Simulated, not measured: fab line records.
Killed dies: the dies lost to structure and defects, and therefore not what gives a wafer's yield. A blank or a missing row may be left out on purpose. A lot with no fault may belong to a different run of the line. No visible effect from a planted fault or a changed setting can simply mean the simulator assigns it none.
Chamber matching / flow n5Finfet / N5_GATE_CUT_ETCH_37 on rieDiel-06 has 4 sister chambers
The step etches SOC in N2/H2, target depth 60 nm, overetch 12 nm, time 90 s. 14 wafers are shown with their chamber, then 7 later ones without.

== WAFERS WITH THEIR CHAMBER ==
wafer=L074.3; chamber=0; drypumpMotorCurrentA (A)=5.2; throttleValvePct (%)=17.46; showerheadPlenumPTorr (Torr)=2.46
wafer=L074.4; chamber=3; drypumpMotorCurrentA (A)=6.2; throttleValvePct (%)=17.73; showerheadPlenumPTorr (Torr)=2.61
wafer=L074.6; chamber=3; drypumpMotorCurrentA (A)=6.2; throttleValvePct (%)=17.71; showerheadPlenumPTorr (Torr)=2.61
wafer=L076.1; chamber=1; drypumpMotorCurrentA (A)=5.7; throttleValvePct (%)=18.00; showerheadPlenumPTorr (Torr)=2.55
wafer=L076.4; chamber=0; drypumpMotorCurrentA (A)=5.2; throttleValvePct (%)=17.49; showerheadPlenumPTorr (Torr)=2.46
wafer=L076.6; chamber=1; drypumpMotorCurrentA (A)=5.7; throttleValvePct (%)=17.99; showerheadPlenumPTorr (Torr)=2.55
wafer=L078.2; chamber=2; drypumpMotorCurrentA (A)=6.1; throttleValvePct (%)=17.86; showerheadPlenumPTorr (Torr)=2.51
wafer=L078.3; chamber=0; drypumpMotorCurrentA (A)=5.2; throttleValvePct (%)=17.48; showerheadPlenumPTorr (Torr)=2.46
wafer=L078.6; chamber=0; drypumpMotorCurrentA (A)=5.2; throttleValvePct (%)=17.49; showerheadPlenumPTorr (Torr)=2.46
wafer=L079.1; chamber=2; drypumpMotorCurrentA (A)=6.0; throttleValvePct (%)=17.86; showerheadPlenumPTorr (Torr)=2.51
wafer=L079.4; chamber=1; drypumpMotorCurrentA (A)=5.7; throttleValvePct (%)=18.00; showerheadPlenumPTorr (Torr)=2.54
wafer=L079.6; chamber=0; drypumpMotorCurrentA (A)=5.2; throttleValvePct (%)=17.46; showerheadPlenumPTorr (Torr)=2.46
wafer=L089.1; chamber=3; drypumpMotorCurrentA (A)=6.2; throttleValvePct (%)=17.76; showerheadPlenumPTorr (Torr)=2.60
wafer=L089.5; chamber=0; drypumpMotorCurrentA (A)=5.2; throttleValvePct (%)=17.52; showerheadPlenumPTorr (Torr)=2.45

SIGNATURES, as means of the wafers listed above
reading=drypumpMotorCurrentA; chamber 0=5.200; chamber 1=5.700; chamber 2=6.050; chamber 3=6.200; scatter within a chamber=0.0224
reading=throttleValvePct; chamber 0=17.4833; chamber 1=17.9967; chamber 2=17.8600; chamber 3=17.7333; scatter within a chamber=0.0197
reading=showerheadPlenumPTorr; chamber 0=2.4583; chamber 1=2.5467; chamber 2=2.5100; chamber 3=2.6067; scatter within a chamber=0.00465
Rule: for a wafer and a chamber, the distance is found by dividing, reading by reading, the gap between the wafer's reading and the chamber's mean by the reading's scatter, squaring, summing and taking the root. The wafer belongs to the nearest chamber; if the next one is less than 2 further off, it can't be placed. The scatter: take each reading less its chamber's mean, square it, sum over the shown wafers, divide by the number of wafers less the number of chambers, and take the root.

== WAFERS WITH NO CHAMBER GIVEN ==
wafer=L089.6; drypumpMotorCurrentA (A)=6.2; throttleValvePct (%)=17.78; showerheadPlenumPTorr (Torr)=2.60
wafer=L092.1; drypumpMotorCurrentA (A)=5.2; throttleValvePct (%)=17.54; showerheadPlenumPTorr (Torr)=2.45
wafer=L092.2; drypumpMotorCurrentA (A)=5.7; throttleValvePct (%)=18.04; showerheadPlenumPTorr (Torr)=2.53
wafer=L092.3; drypumpMotorCurrentA (A)=6.2; throttleValvePct (%)=17.75; showerheadPlenumPTorr (Torr)=2.59
wafer=L097.2; drypumpMotorCurrentA (A)=6.2; throttleValvePct (%)=17.79; showerheadPlenumPTorr (Torr)=2.59
wafer=L097.3; drypumpMotorCurrentA (A)=5.2; throttleValvePct (%)=17.55; showerheadPlenumPTorr (Torr)=2.45
wafer=L097.5; drypumpMotorCurrentA (A)=5.7; throttleValvePct (%)=18.08; showerheadPlenumPTorr (Torr)=2.53

== THE CHAMBER EACH PASSED THROUGH ==
wafer=L089.6; from the rows above=3; in truth=3
wafer=L092.1; from the rows above=0; in truth=0
wafer=L092.2; from the rows above=1; in truth=1
wafer=L092.3; from the rows above=3; in truth=3
wafer=L097.2; from the rows above=3; in truth=3
wafer=L097.3; from the rows above=0; in truth=0
wafer=L097.5; from the rows above=1; in truth=1
Correctly placed: 7 of 7. Not placeable from these rows: 0. Placed wrongly: 0.
